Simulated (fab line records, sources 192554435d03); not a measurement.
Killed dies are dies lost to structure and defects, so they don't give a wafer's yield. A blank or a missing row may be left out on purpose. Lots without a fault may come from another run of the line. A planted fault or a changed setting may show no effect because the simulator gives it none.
Which tool did it? | flow n5_finfet | 24 lots, 72 wafers sampled, at 6 steps of a route of 1938

WHAT THE GAUGES READ, wafer by wafer
N5_SDB_OVL_MEAS_12. Usual: SDB_OVL 0.1 nm, standard deviation 0.65.
lot  | measured    | on         | SDB_OVL (nm)   | flag
L074 | day 3 17:05 | overlay-01 | 0.2 0.0 0.8    |
L075 | day 4 02:24 | overlay-01 | 0.6 0.6 0.8    |
L076 | day 4 06:04 | overlay-01 | 0.5 0.7 0.8    |
L077 | day 4 11:08 | overlay-01 | -0.1 0.5 0.7   |
L078 | day 4 17:22 | overlay-02 | 1.0 1.3 0.0    |
L079 | day 4 23:42 | overlay-01 | -0.4 0.6 -0.1  |
L080 | day 5 06:04 | overlay-01 | -0.2 0.4 0.1   |
L081 | day 5 11:19 | overlay-02 | 0.4 0.2 -0.3   |
L082 | day 5 18:34 | overlay-01 | 0.6 0.3 0.4    |
L083 | day 6 00:18 | overlay-02 | 0.1 0.9 -0.2   |
L084 | day 6 08:01 | overlay-01 | -0.3 -0.3 0.0  |
L085 | day 6 16:43 | overlay-02 | -0.4 -0.5 -0.2 |
L086 | day 6 19:55 | overlay-01 | 1.1 -1.3 -0.1  |
L087 | day 7 06:27 | overlay-02 | 0.7 1.3 0.7    |
L088 | day 7 08:05 | overlay-01 | 0.5 0.7 0.1    |
L089 | day 7 14:01 | overlay-02 | 0.6 -0.1 -0.4  |
L090 | day 7 21:24 | overlay-01 | -0.7 0.9 0.0   |
L091 | day 8 00:23 | overlay-02 | -1.4 -0.3 -1.5 |
L092 | day 8 09:20 | overlay-02 | -1.0 -0.6 0.6  |
L093 | day 8 19:04 | overlay-02 | 1.2 0.5 0.3    |
L094 | day 8 21:07 | overlay-01 | 0.4 -0.3 1.2   |
L095 | day 9 00:43 | overlay-02 | -0.4 -0.4 0.5  |
L096 | day 9 09:41 | overlay-01 | 0.4 -0.6 0.1   |
L097 | day 9 14:58 | overlay-02 | 0.2 0.4 -1.4   |

N5_SDB_THK_MEAS_31. Usual: SDB_THK 63.8 nm, standard deviation 1.1.
lot  | measured    | on            | SDB_THK (nm)   | flag
L074 | day 3 21:34 | film_metro-02 | 64.9 64.2 66.1 |
L075 | day 4 06:56 | film_metro-02 | 64.2 64.5 64.9 |
L076 | day 4 10:05 | film_metro-01 | 64.3 61.2 63.6 |
L077 | day 4 15:07 | film_metro-01 | 62.8 61.7 62.6 |
L078 | day 4 21:14 | film_metro-01 | 63.4 64.2 64.0 |
L079 | day 5 03:38 | film_metro-01 | 64.7 64.4 65.2 |
L080 | day 5 10:17 | film_metro-01 | 64.0 64.0 62.9 |
L081 | day 5 15:25 | film_metro-02 | 65.0 63.8 62.6 |
L082 | day 5 22:36 | film_metro-01 | 65.3 65.1 63.7 |
L083 | day 6 04:46 | film_metro-01 | 63.9 64.6 62.1 |
L084 | day 6 11:56 | film_metro-02 | 63.9 62.7 63.2 |
L085 | day 6 20:36 | film_metro-02 | 65.4 63.4 65.1 |
L086 | day 7 00:15 | film_metro-02 | 64.6 63.7 64.4 |
L087 | day 7 10:20 | film_metro-02 | 62.2 62.8 62.1 |
L088 | day 7 11:58 | film_metro-02 | 61.0 62.2 62.9 |
L089 | day 7 18:11 | film_metro-01 | 63.7 62.0 63.4 |
L090 | day 8 01:22 | film_metro-01 | 65.5 65.6 63.8 |
L091 | day 8 04:32 | film_metro-01 | 62.8 61.7 63.0 |
L092 | day 8 13:21 | film_metro-01 | 64.5 61.4 61.6 |
L093 | day 8 23:58 | film_metro-02 | 64.7 65.1 64.6 |
L094 | day 9 02:53 | film_metro-02 | 64.6 64.5 64.8 |
L095 | day 9 05:02 | film_metro-02 | 63.9 64.8 64.2 |
L096 | day 9 14:28 | film_metro-02 | 64.7 64.0 64.2 |
L097 | day 9 18:56 | film_metro-02 | 64.6 62.9 62.5 |

WHICH TOOL RAN EACH LOT (tool, then ch and the chambers of the sampled wafers, then the start)
lot  | N5_SD_EPI_N_ETCH_16               | N5_SD_EPI_N_VAPOR_ETCH_50      | N5_SD_ACTIVATION_RTA_00         | N5_SDB_ETCH_17
L074 | rie_diel-06 ch 1,3, day 3 02:02   | epi_rpcvd-01 ch 0, day 3 02:54 | rtp_anneal-01 ch 0, day 3 09:41 | rie_diel-04 ch 0, day 3 17:11
L075 | rie_diel-06 ch 1,3, day 3 10:55   | epi_rpcvd-02 ch 0, day 3 11:48 | rtp_anneal-01 ch 0, day 3 18:34 | rie_diel-04 ch 1,2, day 4 02:29
L076 | rie_diel-06 ch 0,2,3, day 3 14:20 | epi_rpcvd-01 ch 0, day 3 15:15 | rtp_anneal-02 ch 0, day 3 22:36 | rie_diel-06 ch 0,1,2, day 4 06:11
L077 | rie_diel-05 ch 0,3, day 3 19:56   | epi_rpcvd-02 ch 0, day 3 20:51 | rtp_anneal-01 ch 0, day 4 03:46 | rie_diel-06 ch 1,2, day 4 11:13
L078 | rie_diel-04 ch 1,2,3, day 4 01:08 | epi_rpcvd-02 ch 0, day 4 02:01 | rtp_anneal-01 ch 0, day 4 09:08 | rie_diel-05 ch 0,1,2, day 4 17:27
L079 | rie_diel-05 ch 0,1, day 4 06:47   | epi_rpcvd-01 ch 0, day 4 07:59 | rtp_anneal-02 ch 0, day 4 16:14 | rie_diel-06 ch 1,2, day 4 23:47
L080 | rie_diel-06 ch 0,2,3, day 4 13:28 | epi_rpcvd-01 ch 0, day 4 14:22 | rtp_anneal-01 ch 0, day 4 21:04 | rie_diel-04 ch 0,2, day 5 06:17
L081 | rie_diel-05 ch 0,2, day 4 18:22   | epi_rpcvd-01 ch 0, day 4 19:16 | rtp_anneal-02 ch 0, day 5 03:44 | rie_diel-04 ch 0,1,3, day 5 11:37
L082 | rie_diel-04 ch 0,1,3, day 5 02:15 | epi_rpcvd-02 ch 0, day 5 03:15 | rtp_anneal-01 ch 0, day 5 10:34 | rie_diel-05 ch 0,1,2, day 5 18:39
L083 | rie_diel-05 ch 1,2,3, day 5 07:36 | epi_rpcvd-02 ch 0, day 5 08:37 | rtp_anneal-02 ch 0, day 5 16:05 | rie_diel-04 ch 0,1,3, day 6 00:41
L084 | rie_diel-04 ch 1,2,3, day 5 15:54 | epi_rpcvd-02 ch 0, day 5 17:08 | rtp_anneal-02 ch 0, day 6 00:31 | rie_diel-05 ch 0,1,3, day 6 08:07
L085 | rie_diel-04 ch 0,1,3, day 5 22:23 | epi_rpcvd-02 ch 0, day 5 23:54 | rtp_anneal-02 ch 0, day 6 09:05 | rie_diel-05 ch 2,3, day 6 16:48
L086 | rie_diel-06 ch 0,1,3, day 6 03:57 | epi_rpcvd-03 ch 0, day 6 04:50 | rtp_anneal-02 ch 0, day 6 12:21 | rie_diel-05 ch 1,2,3, day 6 20:28
L087 | rie_diel-05 ch 0,1,3, day 6 09:35 | epi_rpcvd-02 ch 0, day 6 11:01 | rtp_anneal-01 ch 0, day 6 22:44 | rie_diel-05 ch 0,1, day 7 06:33
L088 | rie_diel-06 ch 0,3, day 6 15:47   | epi_rpcvd-01 ch 0, day 6 16:43 | rtp_anneal-02 ch 0, day 7 00:17 | rie_diel-04 ch 0,1,2, day 7 08:10
L089 | rie_diel-06 ch 2,3, day 6 20:10   | epi_rpcvd-02 ch 0, day 6 21:19 | rtp_anneal-02 ch 0, day 7 06:38 | rie_diel-04 ch 0,1,2, day 7 14:22
L090 | rie_diel-05 ch 1,2,3, day 7 03:28 | epi_rpcvd-02 ch 0, day 7 04:50 | rtp_anneal-02 ch 0, day 7 14:01 | rie_diel-05 ch 0,1,2, day 7 21:29
L091 | rie_diel-05 ch 0,2, day 7 06:10   | epi_rpcvd-01 ch 0, day 7 07:17 | rtp_anneal-02 ch 0, day 7 16:54 | rie_diel-06 ch 0,1,2, day 8 00:28
L092 | rie_diel-04 ch 1,2, day 7 17:14   | epi_rpcvd-03 ch 0, day 7 18:08 | rtp_anneal-02 ch 0, day 8 01:34 | rie_diel-06 ch 0,1,2, day 8 09:25
L093 | rie_diel-05 ch 0,2,3, day 8 01:37 | epi_rpcvd-02 ch 0, day 8 02:53 | rtp_anneal-01 ch 0, day 8 11:15 | rie_diel-06 ch 0,1,2, day 8 19:10
L094 | rie_diel-04 ch 2,3, day 8 02:10   | epi_rpcvd-03 ch 0, day 8 03:25 | rtp_anneal-01 ch 0, day 8 12:55 | rie_diel-04 ch 0,2, day 8 21:12
L095 | rie_diel-05 ch 0,1,3, day 8 08:32 | epi_rpcvd-03 ch 0, day 8 09:26 | rtp_anneal-01 ch 0, day 8 16:33 | rie_diel-04 ch 0,2, day 9 01:15
L096 | rie_diel-04 ch 0,1, day 8 12:39   | epi_rpcvd-02 ch 0, day 8 13:56 | rtp_anneal-01 ch 0, day 9 02:02 | rie_diel-06 ch 0,1,2, day 9 09:59
L097 | rie_diel-04 ch 0,1,2, day 8 22:32 | epi_rpcvd-03 ch 0, day 8 23:25 | rtp_anneal-02 ch 0, day 9 06:58 | rie_diel-06 ch 0,3, day 9 15:04
- N5_SD_EPI_N_ETCH_16: etches SiO2 in CHF3/O2, target depth 5 nm.
- N5_SD_EPI_N_VAPOR_ETCH_50: etches Si in HCl, time 54 s.
- N5_SD_ACTIVATION_RTA_00: time 0 s.
- N5_SDB_ETCH_17: etches SiARC in CF4, target depth 23.4 nm, time 39 s.

WHAT THE TOOLS THEMSELVES READ (means of the sampled wafers that have a number; where no wafer has one, the mark that the record gives instead)
N5_SD_EPI_N_ETCH_16. Usual: drypump_motor_current_A 5.5 A, standard deviation 0.51; mfc_ar_sccm 199.9 sccm, standard deviation 0.57; oes_product_au 0.79 a.u., standard deviation 0.084; rf_vpp_V 517 V, standard deviation 8.2; showerhead_plenum_p_Torr 2.40 Torr, standard deviation 0.09; throttle_valve_pct 18.95 %, standard deviation 0.22.
lot  | tool        | drypump_motor_current_A (A) | mfc_ar_sccm (sccm) | oes_product_au (a.u.) | rf_vpp_V (V) | showerhead_plenum_p_Torr (Torr) | throttle_valve_pct (%) | flag
L074 | rie_diel-06 | 5.1                         | 199.6              | 0.73                  | 520          | 2.34                            | 19.20                  |
L075 | rie_diel-06 | 5.1                         | 199.9              | 0.72                  | 520          | 2.34                            | 19.20                  |
L076 | rie_diel-06 | 5.0                         | 199.6              | 0.75                  | 509          | 2.35                            | 19.02                  |
L077 | rie_diel-05 | 6.1                         | 200.0              | 0.77                  | 518          | 2.46                            | 19.09                  |
L078 | rie_diel-04 | 5.7                         | 199.8              | 0.83                  | 521          | 2.37                            | 18.93                  |
L079 | rie_diel-05 | 5.4                         | 200.1              | 0.93                  | 518          | 2.44                            | 18.89                  |
L080 | rie_diel-06 | 5.0                         | 199.3              | 0.75                  | 508          | 2.35                            | 19.04                  |
L081 | rie_diel-05 | 5.6                         | 200.1              | 0.88                  | 522          | 2.54                            | 18.76                  |
L082 | rie_diel-04 | 5.6                         | 199.5              | 0.75                  | 523          | 2.41                            | 18.88                  |
L083 | rie_diel-05 | 5.6                         | 199.8              | 0.85                  | 515          | 2.40                            | 18.73                  |
L084 | rie_diel-04 | 5.7                         | 200.0              | 0.82                  | 520          | 2.37                            | 18.95                  |
L085 | rie_diel-04 | 5.5                         | 200.0              | 0.75                  | 524          | 2.41                            | 18.88                  |
L086 | rie_diel-06 | 5.1                         | 199.8              | 0.74                  | 517          | 2.35                            | 19.14                  |
L087 | rie_diel-05 | 5.8                         | 200.1              | 0.80                  | 515          | 2.40                            | 18.98                  |
L088 | rie_diel-06 | 4.8                         | 199.4              | 0.71                  | 508          | 2.31                            | 19.15                  |
L089 | rie_diel-06 | 5.0                         | 199.5              | 0.70                  | 510          | 2.32                            | 19.18                  |
L090 | rie_diel-05 | 5.6                         | 200.2              | 0.83                  | 514          | 2.39                            | 18.74                  |
L091 | rie_diel-05 | 5.6                         | 200.0              | 0.84                  | 522          | 2.53                            | 18.79                  |
L092 | rie_diel-04 | 6.0                         | 199.5              | 0.79                  | 520          | 2.32                            | 18.84                  |
L093 | rie_diel-05 | 5.9                         | 200.5              | 0.77                  | 517          | 2.45                            | 18.92                  |
L094 | rie_diel-04 | 5.9                         | 200.0              | 0.83                  | 516          | 2.39                            | 19.12                  |
L095 | rie_diel-05 | 5.8                         | 200.3              | 0.78                  | 514          | 2.40                            | 18.99                  |
L096 | rie_diel-04 | 5.8                         | 199.6              | 0.70                  | 523          | 2.42                            | 18.87                  |
L097 | rie_diel-04 | 6.0                         | 199.8              | 0.76                  | 520          | 2.38                            | 18.93                  |

N5_SD_EPI_N_VAPOR_ETCH_50. Usual: throttle_valve_pct 11.4 %, standard deviation 0.35.
lot  | tool         | throttle_valve_pct (%) | flag
L074 | epi_rpcvd-01 | 11.6                   |
L075 | epi_rpcvd-02 | 11.2                   |
L076 | epi_rpcvd-01 | 11.6                   |
L077 | epi_rpcvd-02 | 11.1                   |
L078 | epi_rpcvd-02 | 11.0                   |
L079 | epi_rpcvd-01 | 11.7                   |
L080 | epi_rpcvd-01 | 11.7                   |
L081 | epi_rpcvd-01 | 11.7                   |
L082 | epi_rpcvd-02 | 11.0                   |
L083 | epi_rpcvd-02 | 11.1                   |
L084 | epi_rpcvd-02 | 11.1                   |
L085 | epi_rpcvd-02 | 11.3                   |
L086 | epi_rpcvd-03 | 11.8                   |
L087 | epi_rpcvd-02 | 11.2                   |
L088 | epi_rpcvd-01 | 11.5                   |
L089 | epi_rpcvd-02 | 11.0                   |
L090 | epi_rpcvd-02 | 11.1                   |
L091 | epi_rpcvd-01 | 11.7                   |
L092 | epi_rpcvd-03 | 11.9                   |
L093 | epi_rpcvd-02 | 11.1                   |
L094 | epi_rpcvd-03 | 11.9                   |
L095 | epi_rpcvd-03 | 12.0                   |
L096 | epi_rpcvd-02 | 11.0                   |
L097 | epi_rpcvd-03 | 11.9                   |

N5_SD_ACTIVATION_RTA_00. Usual: lamp_power_pct 8.96 %, standard deviation 0.054; lamp_zone_5_pct 8.950 %, standard deviation 0.025; wafer_temp_C_max 974.7, standard deviation 2.
lot  | tool          | lamp_power_pct (%) | lamp_zone_5_pct (%) | wafer_temp_C_max | flag
L074 | rtp_anneal-01 | 8.90               | 8.931               | 975.4            |
L075 | rtp_anneal-01 | 8.98               | 8.954               | 975.4            |
L076 | rtp_anneal-02 | 8.96               | 8.983               | 974.1            |
L077 | rtp_anneal-01 | 8.98               | 8.970               | 974.9            |
L078 | rtp_anneal-01 | 8.93               | 8.961               | 974.0            |
L079 | rtp_anneal-02 | 8.96               | 8.967               | 974.3            |
L080 | rtp_anneal-01 | 8.96               | 8.961               | 975.5            |
L081 | rtp_anneal-02 | 8.88               | 8.943               | 973.6            |
L082 | rtp_anneal-01 | 8.95               | 8.964               | 974.5            |
L083 | rtp_anneal-02 | 8.97               | 8.945               | 974.1            |
L084 | rtp_anneal-02 | 8.94               | 8.959               | 974.2            |
L085 | rtp_anneal-02 | 8.97               | 8.910               | 977.1            |
L086 | rtp_anneal-02 | 8.95               | 8.933               | 976.0            |
L087 | rtp_anneal-01 | 8.96               | 8.958               | 972.5            |
L088 | rtp_anneal-02 | 9.00               | 8.956               | 975.3            |
L089 | rtp_anneal-02 | 8.91               | 8.965               | 973.1            |
L090 | rtp_anneal-02 | 9.01               | 8.951               | 975.2            |
L091 | rtp_anneal-02 | 8.93               | 8.945               | 972.9            |
L092 | rtp_anneal-02 | 8.93               | 8.943               | 976.2            |
L093 | rtp_anneal-01 | 8.93               | 8.987               | 975.1            |
L094 | rtp_anneal-01 | 8.97               | 8.958               | 976.3            |
L095 | rtp_anneal-01 | 8.93               | 8.955               | 972.9            |
L096 | rtp_anneal-01 | 8.94               | 8.973               | 974.3            |
L097 | rtp_anneal-02 | 8.97               | 8.937               | 975.2            |

N5_SDB_ETCH_17. Usual: cf4_flow_sccm 100.0 sccm, standard deviation 0.32; drypump_motor_current_A 5.5 A, standard deviation 0.48; etch_rf_on_time_s 38.9 s, standard deviation 1; mfc_ar_sccm 100.0 sccm, standard deviation 0.32; oes_product_au 0.68 a.u., standard deviation 0.072; rf_vpp_V 184.1 V, standard deviation 1.3; showerhead_plenum_p_Torr 2.14 Torr, standard deviation 0.077; throttle_valve_pct 15.64 %, standard deviation 0.2.
lot  | tool        | cf4_flow_sccm (sccm) | drypump_motor_current_A (A) | etch_rf_on_time_s (s) | mfc_ar_sccm (sccm) | oes_product_au (a.u.) | rf_vpp_V (V) | showerhead_plenum_p_Torr (Torr) | throttle_valve_pct (%) | flag
L074 | rie_diel-04 | 100.2                | 5.7                         | 40.3                  | 100.0              | 0.61                  | 184.2        | 2.21                            | 15.56                  |
L075 | rie_diel-04 | 100.1                | 6.2                         | 38.7                  | 99.9               | 0.74                  | 183.6        | 2.09                            | 15.60                  |
L076 | rie_diel-06 | 99.9                 | 5.2                         | 38.6                  | 100.0              | 0.66                  | 184.3        | 2.12                            | 15.72                  |
L077 | rie_diel-06 | 99.9                 | 5.4                         | 38.3                  | 99.7               | 0.66                  | 184.3        | 2.14                            | 15.78                  |
L078 | rie_diel-05 | 100.4                | 5.4                         | 38.8                  | 99.9               | 0.77                  | 185.7        | 2.21                            | 15.51                  |
L079 | rie_diel-06 | 99.9                 | 5.4                         | 37.7                  | 100.3              | 0.66                  | 184.2        | 2.13                            | 15.78                  |
L080 | rie_diel-04 | 100.0                | 5.9                         | 39.5                  | 100.2              | 0.65                  | 183.8        | 2.17                            | 15.62                  |
L081 | rie_diel-04 | 99.9                 | 5.6                         | 38.8                  | 100.2              | 0.65                  | 183.9        | 2.14                            | 15.57                  |
L082 | rie_diel-05 | 99.8                 | 5.4                         | 39.4                  | 100.2              | 0.74                  | 185.3        | 2.21                            | 15.53                  |
L083 | rie_diel-04 | 99.8                 | 5.5                         | 39.8                  | 99.7               | 0.63                  | 184.3        | 2.14                            | 15.59                  |
L084 | rie_diel-05 | 99.8                 | 5.8                         | 39.1                  | 100.2              | 0.68                  | 184.2        | 2.14                            | 15.68                  |
L085 | rie_diel-05 | 100.2                | 5.7                         | 40.3                  | 99.9               | 0.70                  | 185.1        | 2.18                            | 15.43                  |
L086 | rie_diel-05 | 99.9                 | 5.6                         | 39.9                  | 100.1              | 0.70                  | 184.1        | 2.13                            | 15.49                  |
L087 | rie_diel-05 | 100.1                | 5.3                         | 39.1                  | 100.1              | 0.74                  | 184.3        | 2.16                            | 15.62                  |
L088 | rie_diel-04 | 100.1                | 6.0                         | 39.3                  | 99.7               | 0.65                  | 183.3        | 2.11                            | 15.60                  |
L089 | rie_diel-04 | 100.3                | 6.0                         | 39.2                  | 100.0              | 0.65                  | 183.8        | 2.11                            | 15.61                  |
L090 | rie_diel-05 | 100.3                | 5.5                         | 39.2                  | 100.0              | 0.72                  | 184.0        | 2.21                            | 15.56                  |
L091 | rie_diel-06 | 100.1                | 5.2                         | 38.1                  | 100.1              | 0.65                  | 183.2        | 2.11                            | 15.78                  |
L092 | rie_diel-06 | 100.1                | 5.2                         | 38.1                  | 100.1              | 0.64                  | 183.6        | 2.11                            | 15.80                  |
L093 | rie_diel-06 | 100.2                | 5.2                         | 38.0                  | 100.1              | 0.64                  | 183.1        | 2.10                            | 15.80                  |
L094 | rie_diel-04 | 100.0                | 6.1                         | 38.7                  | 100.3              | 0.68                  | 183.1        | 2.13                            | 15.72                  |
L095 | rie_diel-04 | 100.2                | 5.9                         | 39.8                  | 99.8               | 0.63                  | 184.8        | 2.16                            | 15.69                  |
L096 | rie_diel-06 | 99.8                 | 5.2                         | 38.5                  | 99.9               | 0.63                  | 183.2        | 2.10                            | 15.81                  |
L097 | rie_diel-06 | 99.9                 | 4.8                         | 38.7                  | 100.0              | 0.70                  | 183.9        | 2.13                            | 15.59                  |

THE ANSWER, worked out from the rows above alone
Rule: a lot is off if the mean of its wafers that have a number lies more than 3 standard deviations from the usual mean. A lot without any number at a reading at which 4 lots or more have one is off too. The other lots that the step has rows for count as sound. The gauges are gone through in route order, then the tools' own readings, and for those a lot's mean is taken as printed above. The first step at which some lot is off is used, and at that step the reading that is off furthest; a lot without a number counts as furthest.
No lot is off at any reading shown: from this, nothing can be told.

WHAT THE SIMULATOR HAD PUT IN
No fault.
